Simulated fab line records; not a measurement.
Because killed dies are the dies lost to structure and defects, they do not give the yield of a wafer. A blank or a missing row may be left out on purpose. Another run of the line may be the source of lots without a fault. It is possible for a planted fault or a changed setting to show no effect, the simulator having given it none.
Matching of chambers | flow n5-finfet | N5_FIN_SAQP_HM_DEP_03 on pecvd-04: 3 sister chambers
The step deposits SiNx from SiH4/NH3/N2, target thk 38 nm, time 33.6 s. 3 wafers are shown with their chamber, then 7 later ones without.

WAFERS WITH THEIR CHAMBER
wafer  | chamber | showerhead-plenum-p-Torr (Torr)
L082.1 | 0       | 5.22
L082.2 | 1       | 5.21
L085.4 | 2       | 5.00

WAFERS WHOSE CHAMBER IS MISSING
wafer  | showerhead-plenum-p-Torr (Torr)
L085.6 | 5.02
L090.2 | 5.23
L090.4 | 5.20
L090.6 | 5.23
L093.1 | 5.23
L093.2 | 5.01
L093.4 | 5.23

WHICH CHAMBER EACH WENT THROUGH
wafer  | from the rows above     | in truth
L085.6 | 2                       | 2
L090.2 | can't be placed: 0 or 1 | 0
L090.4 | can't be placed: 1 or 0 | 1
L090.6 | can't be placed: 0 or 1 | 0
L093.1 | can't be placed: 0 or 1 | 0
L093.2 | 2                       | 2
L093.4 | can't be placed: 0 or 1 | 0
Placed correctly: 2 of 7. Can't be placed from these rows: 5 (the true chamber is among the candidates in 5). Wrongly placed: 0.
How it was worked out, from the rows above alone: a wafer's distance from a chamber is the root of the sum, over the readings, of the square of ((its reading less the chamber's mean) divided by the reading's scatter). The wafer belongs to the nearest chamber; if the next one is less than 2 further off, it can't be placed. Each chamber's mean is taken over the wafers shown for it. The scatter (one wafer shown for each chamber): square how far every hidden wafer sits from the nearest shown wafer, average those squares and take the square root.
